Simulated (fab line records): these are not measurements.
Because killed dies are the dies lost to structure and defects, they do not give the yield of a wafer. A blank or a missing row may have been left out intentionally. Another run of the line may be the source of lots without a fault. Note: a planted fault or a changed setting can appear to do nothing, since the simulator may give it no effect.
Which tool did it? / flow nand-harc / 37 wafers from 13 lots sampled at 5 of the route's 1302 steps

== WHAT EACH GAUGE READ, for each wafer ==
NHARC_A_ONON_D1_THK_MEAS_21: measures by ellipsometry. Usual: thk-nm at 1002 nm, with a standard deviation of 7.2.
lot=L344; measured=day 8 08:59; on=film-metro-01; thk-nm (nm)=1004 1006 1004; flag=
lot=L345; measured=day 8 09:00; on=film-metro-02; thk-nm (nm)=998 997 997; flag=
lot=L346; measured=day 9 03:56; on=film-metro-01; thk-nm (nm)=996 997 996; flag=
lot=L347; measured=day 9 03:57; on=film-metro-02; thk-nm (nm)=1006 1008 1004; flag=
lot=L348; measured=day 9 23:02; on=film-metro-02; thk-nm (nm)=1007 1006 1007; flag=
lot=L349; measured=day 10 07:16; on=film-metro-02; thk-nm (nm)=1003 1003 1003; flag=
lot=L351; measured=day 11 00:25; on=film-metro-02; thk-nm (nm)=994 995 993; flag=
lot=L353; measured=day 12 03:59; on=film-metro-02; thk-nm (nm)=988 988 988; flag=
lot=L358; measured=day 14 05:33; on=film-metro-02; thk-nm (nm)=1013 1012 1011; flag=
lot=L361; measured=day 15 14:52; on=film-metro-02; thk-nm (nm)=1583 1583; flag=OFF
lot=L363; measured=day 16 02:22; on=film-metro-01; thk-nm (nm)=1002 1000 1000; flag=
lot=L365; measured=day 16 20:37; on=film-metro-01; thk-nm (nm)=1005 1004 1004; flag=
lot=L367; measured=day 18 04:25; on=film-metro-01; thk-nm (nm)=1013 1014 1010; flag=

NHARC_A_CHANNEL_HOLE_D1_INSPECT_12. Usual: raw-defect-count at 6, with a standard deviation of 3.4.
lot=L344; measured=day 8 16:37; on=defect-inspect-01; raw-defect-count=4 7 6; flag=
lot=L345; measured=day 8 16:02; on=defect-inspect-01; raw-defect-count=6 5 5; flag=
lot=L346; measured=day 9 10:43; on=defect-inspect-02; raw-defect-count=1 5 6; flag=
lot=L347; measured=day 9 10:58; on=defect-inspect-01; raw-defect-count=5 2 3; flag=
lot=L348; measured=day 10 05:25; on=defect-inspect-02; raw-defect-count=4 1 6; flag=
lot=L349; measured=day 10 12:23; on=defect-inspect-01; raw-defect-count=7 6 8; flag=
lot=L351; measured=day 11 07:47; on=defect-inspect-01; raw-defect-count=6 11 9; flag=
lot=L353; measured=day 12 09:56; on=defect-inspect-01; raw-defect-count=7 5 6; flag=
lot=L358; measured=day 14 10:40; on=defect-inspect-01; raw-defect-count=6 6 7; flag=
lot=L363; measured=day 16 08:55; on=defect-inspect-02; raw-defect-count=6 7 4; flag=
lot=L365; measured=day 17 09:20; on=defect-inspect-02; raw-defect-count=13 8 8; flag=
lot=L367; measured=day 18 10:52; on=defect-inspect-02; raw-defect-count=13 0 4; flag=

== EACH LOT AND THE TOOL THAT RAN IT (in order: tool; ch and the chambers of the sampled wafers; start) ==
lot=L344; NHARC_P_BONDPAD_ETCH_12=rie-diel-05 ch 0,2,3, day 6 17:11 or earlier; NHARC_P_BONDPAD_ANNEAL_28=rtp-anneal-01 ch 0, day 6 17:11; NHARC_A_ONON_D1_DEP_19=pecvd-onon-03 ch 0, day 8 08:29
lot=L345; NHARC_P_BONDPAD_ETCH_12=rie-diel-06 ch 2,3, day 7 00:49 or earlier; NHARC_P_BONDPAD_ANNEAL_28=rtp-anneal-01 ch 0, day 7 00:49; NHARC_A_ONON_D1_DEP_19=pecvd-onon-01 ch 0, day 8 08:33
lot=L346; NHARC_P_BONDPAD_ETCH_12=rie-diel-04 ch 0,1, day 7 15:59 or earlier; NHARC_P_BONDPAD_ANNEAL_28=rtp-anneal-02 ch 0, day 7 15:59; NHARC_A_ONON_D1_DEP_19=pecvd-onon-01 ch 0, day 9 03:29
lot=L347; NHARC_P_BONDPAD_ETCH_12=rie-diel-05 ch 0,1,3, day 7 17:59 or earlier; NHARC_P_BONDPAD_ANNEAL_28=rtp-anneal-02 ch 0, day 7 17:59; NHARC_A_ONON_D1_DEP_19=pecvd-onon-03 ch 0, day 9 03:26
lot=L348; NHARC_P_BONDPAD_ETCH_12=rie-diel-05 ch 0,3, day 8 12:02 or earlier; NHARC_P_BONDPAD_ANNEAL_28=rtp-anneal-02 ch 0, day 8 12:02; NHARC_A_ONON_D1_DEP_19=pecvd-onon-01 ch 0, day 9 22:31
lot=L349; NHARC_P_BONDPAD_ETCH_12=rie-diel-05 ch 1,2,3, day 8 20:04 or earlier; NHARC_P_BONDPAD_ANNEAL_28=rtp-anneal-01 ch 0, day 8 20:04; NHARC_A_ONON_D1_DEP_19=pecvd-onon-03 ch 0, day 10 06:46
lot=L351; NHARC_P_BONDPAD_ETCH_12=rie-diel-04 ch 0,1, day 9 12:20 or earlier; NHARC_P_BONDPAD_ANNEAL_28=rtp-anneal-02 ch 0, day 9 12:20; NHARC_A_ONON_D1_DEP_19=pecvd-onon-01 ch 0, day 10 23:58
lot=L353; NHARC_P_BONDPAD_ETCH_12=rie-diel-06 ch 0,2, day 10 12:37 or earlier; NHARC_P_BONDPAD_ANNEAL_28=rtp-anneal-02 ch 0, day 10 12:37; NHARC_A_ONON_D1_DEP_19=pecvd-onon-03 ch 0, day 12 03:31
lot=L358; NHARC_P_BONDPAD_ETCH_12=rie-diel-06 ch 0,1, day 12 16:13 or earlier; NHARC_P_BONDPAD_ANNEAL_28=rtp-anneal-01 ch 0, day 12 16:13; NHARC_A_ONON_D1_DEP_19=pecvd-onon-01 ch 0, day 14 05:02
lot=L361; NHARC_P_BONDPAD_ETCH_12=rie-diel-04 ch 0, day 14 02:14 or earlier; NHARC_P_BONDPAD_ANNEAL_28=rtp-anneal-01 ch 0, day 14 02:14; NHARC_A_ONON_D1_DEP_19=pecvd-onon-03 ch 0, day 15 14:38
lot=L363; NHARC_P_BONDPAD_ETCH_12=rie-diel-04 ch 1,2,3, day 14 14:07 or earlier; NHARC_P_BONDPAD_ANNEAL_28=rtp-anneal-01 ch 0, day 14 14:07; NHARC_A_ONON_D1_DEP_19=pecvd-onon-04 ch 0, day 16 01:52
lot=L365; NHARC_P_BONDPAD_ETCH_12=rie-diel-05 ch 0,2,3, day 15 07:34 or earlier; NHARC_P_BONDPAD_ANNEAL_28=rtp-anneal-02 ch 0, day 15 07:34; NHARC_A_ONON_D1_DEP_19=pecvd-onon-04 ch 0, day 16 20:14
lot=L367; NHARC_P_BONDPAD_ETCH_12=rie-diel-04 ch 0,1,3, day 16 09:15 or earlier; NHARC_P_BONDPAD_ANNEAL_28=rtp-anneal-02 ch 0, day 16 09:15; NHARC_A_ONON_D1_DEP_19=pecvd-onon-04 ch 0, day 18 04:01
- NHARC_P_BONDPAD_ETCH_12: etches the open film in CHF3/O2, target depth 200 nm, time 100 s.
- NHARC_P_BONDPAD_ANNEAL_28: time 90 s.
- NHARC_A_ONON_D1_DEP_19: target thk 1000 nm.

== WHAT THE TOOLS THEMSELVES READ (means of the sampled wafers that have a number; where no wafer has one, the mark that the record gives instead) ==
NHARC_P_BONDPAD_ETCH_12. Usual: drypump-motor-current-A 5.9 A, standard deviation 0.31; oes-product-au 0.947 a.u., standard deviation 0.024; rf-vpp-V 370.7 V, standard deviation 1.7; showerhead-plenum-p-Torr 2.40 Torr, standard deviation 0.066; throttle-valve-pct 20.573 %, standard deviation 0.0088.
lot=L344; tool=rie-diel-05; drypump-motor-current-A (A)=6.1; oes-product-au (a.u.)=0.927; rf-vpp-V (V)=370.6; showerhead-plenum-p-Torr (Torr)=2.39; throttle-valve-pct (%)=20.565; flag=
lot=L345; tool=rie-diel-06; drypump-motor-current-A (A)=6.2; oes-product-au (a.u.)=0.967; rf-vpp-V (V)=371.8; showerhead-plenum-p-Torr (Torr)=2.44; throttle-valve-pct (%)=20.575; flag=
lot=L346; tool=rie-diel-04; drypump-motor-current-A (A)=6.0; oes-product-au (a.u.)=0.932; rf-vpp-V (V)=368.5; showerhead-plenum-p-Torr (Torr)=2.35; throttle-valve-pct (%)=20.570; flag=
lot=L347; tool=rie-diel-05; drypump-motor-current-A (A)=5.9; oes-product-au (a.u.)=0.939; rf-vpp-V (V)=371.0; showerhead-plenum-p-Torr (Torr)=2.42; throttle-valve-pct (%)=20.574; flag=
lot=L348; tool=rie-diel-05; drypump-motor-current-A (A)=6.1; oes-product-au (a.u.)=0.970; rf-vpp-V (V)=370.7; showerhead-plenum-p-Torr (Torr)=2.38; throttle-valve-pct (%)=20.566; flag=
lot=L349; tool=rie-diel-05; drypump-motor-current-A (A)=6.0; oes-product-au (a.u.)=0.932; rf-vpp-V (V)=371.4; showerhead-plenum-p-Torr (Torr)=2.43; throttle-valve-pct (%)=20.568; flag=
lot=L351; tool=rie-diel-04; drypump-motor-current-A (A)=6.0; oes-product-au (a.u.)=0.976; rf-vpp-V (V)=370.6; showerhead-plenum-p-Torr (Torr)=2.37; throttle-valve-pct (%)=20.569; flag=
lot=L353; tool=rie-diel-06; drypump-motor-current-A (A)=5.5; oes-product-au (a.u.)=0.921; rf-vpp-V (V)=368.1; showerhead-plenum-p-Torr (Torr)=2.33; throttle-valve-pct (%)=20.577; flag=
lot=L358; tool=rie-diel-06; drypump-motor-current-A (A)=5.5; oes-product-au (a.u.)=0.934; rf-vpp-V (V)=369.5; showerhead-plenum-p-Torr (Torr)=2.37; throttle-valve-pct (%)=20.573; flag=
lot=L361; tool=rie-diel-04; drypump-motor-current-A (A)=6.1; oes-product-au (a.u.)=0.928; rf-vpp-V (V)=370.6; showerhead-plenum-p-Torr (Torr)=2.40; throttle-valve-pct (%)=20.572; flag=
lot=L363; tool=rie-diel-04; drypump-motor-current-A (A)=5.9; oes-product-au (a.u.)=0.971; rf-vpp-V (V)=371.1; showerhead-plenum-p-Torr (Torr)=2.41; throttle-valve-pct (%)=20.571; flag=
lot=L365; tool=rie-diel-05; drypump-motor-current-A (A)=6.0; oes-product-au (a.u.)=0.950; rf-vpp-V (V)=370.6; showerhead-plenum-p-Torr (Torr)=2.38; throttle-valve-pct (%)=20.579; flag=
lot=L367; tool=rie-diel-04; drypump-motor-current-A (A)=5.9; oes-product-au (a.u.)=0.965; rf-vpp-V (V)=370.4; showerhead-plenum-p-Torr (Torr)=2.38; throttle-valve-pct (%)=20.576; flag=

NHARC_P_BONDPAD_ANNEAL_28. Usual: wafer_temp_C_max at 226.1, with a standard deviation of 0.47.
lot=L344 tool=rtp-anneal-01 wafer_temp_C_max=225.9 flag=
lot=L345 tool=rtp-anneal-01 wafer_temp_C_max=225.5 flag=
lot=L346 tool=rtp-anneal-02 wafer_temp_C_max=226.4 flag=
lot=L347 tool=rtp-anneal-02 wafer_temp_C_max=226.3 flag=
lot=L348 tool=rtp-anneal-02 wafer_temp_C_max=226.1 flag=
lot=L349 tool=rtp-anneal-01 wafer_temp_C_max=225.8 flag=
lot=L351 tool=rtp-anneal-02 wafer_temp_C_max=226.7 flag=
lot=L353 tool=rtp-anneal-02 wafer_temp_C_max=226.7 flag=
lot=L358 tool=rtp-anneal-01 wafer_temp_C_max=225.8 flag=
lot=L361 tool=rtp-anneal-01 wafer_temp_C_max=226.0 flag=
lot=L363 tool=rtp-anneal-01 wafer_temp_C_max=225.6 flag=
lot=L365 tool=rtp-anneal-02 wafer_temp_C_max=226.4 flag=
lot=L367 tool=rtp-anneal-02 wafer_temp_C_max=226.2 flag=

NHARC_A_ONON_D1_DEP_19. Usual: nh3-flow-sccm at 499.7 sccm, with a standard deviation of 1.5.
lot=L344; tool=pecvd-onon-03; nh3-flow-sccm (sccm)=499.4; flag=
lot=L345; tool=pecvd-onon-01; nh3-flow-sccm (sccm)=500.3; flag=
lot=L346; tool=pecvd-onon-01; nh3-flow-sccm (sccm)=500.0; flag=
lot=L347; tool=pecvd-onon-03; nh3-flow-sccm (sccm)=501.5; flag=
lot=L348; tool=pecvd-onon-01; nh3-flow-sccm (sccm)=498.7; flag=
lot=L349; tool=pecvd-onon-03; nh3-flow-sccm (sccm)=498.3; flag=
lot=L351; tool=pecvd-onon-01; nh3-flow-sccm (sccm)=499.8; flag=
lot=L353; tool=pecvd-onon-03; nh3-flow-sccm (sccm)=498.5; flag=
lot=L358; tool=pecvd-onon-01; nh3-flow-sccm (sccm)=499.8; flag=
lot=L361; tool=pecvd-onon-03; nh3-flow-sccm (sccm)=500.0; flag=
lot=L363; tool=pecvd-onon-04; nh3-flow-sccm (sccm)=499.4; flag=
lot=L365; tool=pecvd-onon-04; nh3-flow-sccm (sccm)=499.4; flag=
lot=L367; tool=pecvd-onon-04; nh3-flow-sccm (sccm)=498.0; flag=

== THE ANSWER, worked out from the rows above alone ==
Rule: a lot counts as off when the mean over its wafers that have a number is more than 3 standard deviations away from the usual mean. Also off: a lot with no number at a reading for which 4 or more lots have one. All remaining lots with rows at the step are treated as sound. After the gauges, taken in route order, come the tools' own readings; for these a lot's mean is taken, as printed above. At the first step where some lot is off, the reading lying furthest off is the one used; lots without a number count as furthest.
Off: L361, at NHARC_A_ONON_D1_THK_MEAS_21 (thk-nm).
If a tool, at a process step before that reading, ran all the lots that are off and no sound lot after the first of them, it fits. The gauges at NHARC_A_ONON_D1_THK_MEAS_21 are tried like those tools. Because NHARC_P_BONDPAD_ETCH_12 lacks a start for some lots, the hours and order of its lots are taken from NHARC_P_BONDPAD_ANNEAL_28. This does not decide it: 2 tools fit, namely pecvd-onon-03 at NHARC_A_ONON_D1_DEP_19 and film-metro-02 at NHARC_A_ONON_D1_THK_MEAS_21.

== WHAT WAS PUT IN BY THE SIMULATOR ==
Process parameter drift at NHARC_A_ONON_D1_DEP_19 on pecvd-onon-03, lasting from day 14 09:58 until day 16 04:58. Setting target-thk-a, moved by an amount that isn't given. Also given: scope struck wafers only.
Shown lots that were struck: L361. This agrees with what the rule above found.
